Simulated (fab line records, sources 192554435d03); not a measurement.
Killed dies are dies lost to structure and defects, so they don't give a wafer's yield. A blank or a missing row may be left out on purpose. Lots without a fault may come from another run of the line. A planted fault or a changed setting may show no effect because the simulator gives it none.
A struck lot beside a sound one | flow n5_finfet | 25 steps out of a route of 1938
Sound: wafers L887.1, L887.2, L887.3. Struck: wafers L873.2, L873.5, L873.6. The cause comes at the end.
At each step with rows: each side's tool, then ch and its chambers, then its first start. Under that, the readings that differ: sound wafers | struck wafers | difference of the means | sigmas: that difference in standard deviations of wafers without a fault.
alike: readings whose means differ by less than 2 such deviations, and words and numbers that are the same on both sides. not compared: withheld readings, readings that some wafer has no value for, bounds like >300 that may hide the same value, and numbers for which the record gives no deviation and whose values overlap.
The two part at a step that has a row with sigmas, a row that says differs or no value, or rows on one side only. Numbers that don't overlap but have no deviation are shown without sigmas and don't part them. A reading that every wafer of one side lacks parts them only if that side has two wafers or more.

first, 11 steps without rows for these wafers: N5_BEOL_M4_ETCH_74 (etches underlayer in N2/H2, target depth 6.5 nm, time 5.2 s); N5_BEOL_M4_ETCH_63 (etches SiARC in CF4, target depth 15.6 nm, time 26 s); N5_BEOL_M4_ETCH_64 (etches SOC in N2/H2, target depth 75 nm, overetch 22.5 nm, time 121.9 s); N5_BEOL_M4_STRIP_65 (strips in N2/H2); N5_BEOL_M4_STRIP_75 (strips in N2/H2); N5_BEOL_M4_STRIP_66 (strips in CF4); N5_BEOL_M4_HM_OPEN_17 (chemistry Cl2/BCl3, target TiN, target depth 20 nm, overetch 6 nm); N5_BEOL_M4_STRIP_19 (strips in O2); N5_BEOL_M4_COAT_67 (time 60 s, resist thk 60 nm); N5_BEOL_M4_COAT_68 (time 60 s, resist thk 12 nm); N5_BEOL_M4_COAT_76 (time 60 s, resist thk 5 nm).
N5_BEOL_M4_COAT_22: resist thk 30 nm.
  sound on litho_track-04 ch 0, day 12 21:56; struck on litho_track-05 ch 0, day 9 03:20
  reading                                      | sound                | struck               | difference | sigmas
  spin_speed_rpm (rpm)                         | 1498.8 1500.8 1501.1 | 1414.3 1413.7 1414.7 | -86.0      | -91
  model.CAR-EUV_of_BEOL_M4_COAT_22.thk_nm (nm) | 29.8 30 30           | 31 31 30.8           | +1         |
then, 9 steps without rows for these wafers: N5_BEOL_M4_EBR_24; N5_BEOL_M4_SOFTBAKE_23 (time 60 s); N5_BEOL_M4_EXPOSE_25 (exposes mask V3, defocus 5 nm); N5_BEOL_M4_PEB_26 (peb time 60 s); N5_BEOL_M4_DEVELOP_27 (develop time 30 s); N5_BEOL_M4_DESCUM_33 (chemistry O2, time 7 s); N5_BEOL_M4_ETCH_77 (etches underlayer in N2/H2, target depth 6.5 nm, time 5.2 s); N5_BEOL_M4_ETCH_69 (etches SiARC in CF4, target depth 15.6 nm, time 26 s); N5_BEOL_M4_ALD_98 (deposits SiO2, target thk 2.5 nm, pulse time 1 s, co reactant pulse time 1 s).
N5_BEOL_M4_ETCHBACK_99: etches SiO2 in CHF3, target depth 5 nm, time 10.4 s.
  sound on rie_diel-02 ch 1,2,3, day 13 08:52; struck on rie_diel-02 ch 1,2, day 9 05:59
  reading                                      | sound          | struck         | difference | sigmas
  model.CAR-EUV_of_BEOL_M4_COAT_22.thk_nm (nm) | 10.2 10.4 10.2 | 11.2 11.4 11.2 | +1.0       |
  alike: drypump_motor_current_A, oes_product_au, rf_vpp_V, showerhead_plenum_p_Torr, throttle_valve_pct
  not compared: rf_hours_counter_h
then, 1 step without rows for these wafers: N5_BEOL_M4_ETCH_70 (etches SOC in N2/H2, target depth 80 nm, overetch 24 nm, time 130 s).
N5_BEOL_M4_RC_MEAS_101:
  sound on prober-02 ch 0, day 13 13:18; struck on prober-01 ch 0, day 9 10:31
  alike: DIBL_N, DIBL_P, IOFF_N, IOFF_P, ION_N, ION_P, SS_N, SS_P, VT_N, VT_P
-- the record jumps here: 4 days lie between the struck wafers' starts before and after (it left off in module BEOL_M4 and takes up again in module PASSIVATION, whose first step shown is number 1936 of the route) --
N5_PASSIVATION_PROBE_49:
  sound on prober-01, day 18 08:13; struck on prober-01, day 13 11:34
  alike: defect_limited_yield, killed_at_M0_to_M3, killed_at_M4_up, killed_at_contacts, killed_at_front_end, killed_at_other, killed_dies, killed_open, killed_short, sort_bin_5_function, sort_bin_6_memory, sort_n_pass, sort_yield_pct

WHERE THEY PART
Only at N5_BEOL_M4_COAT_22, within this record. Later steps at which nothing parts them and some readings are alike: N5_BEOL_M4_ETCHBACK_99, N5_BEOL_M4_RC_MEAS_101, N5_PASSIVATION_PROBE_49.

WHY: what the simulator had put in
Process parameter drift: litho_track-05, from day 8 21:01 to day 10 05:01, at N5_BEOL_M4_COAT_22. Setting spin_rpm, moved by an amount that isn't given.
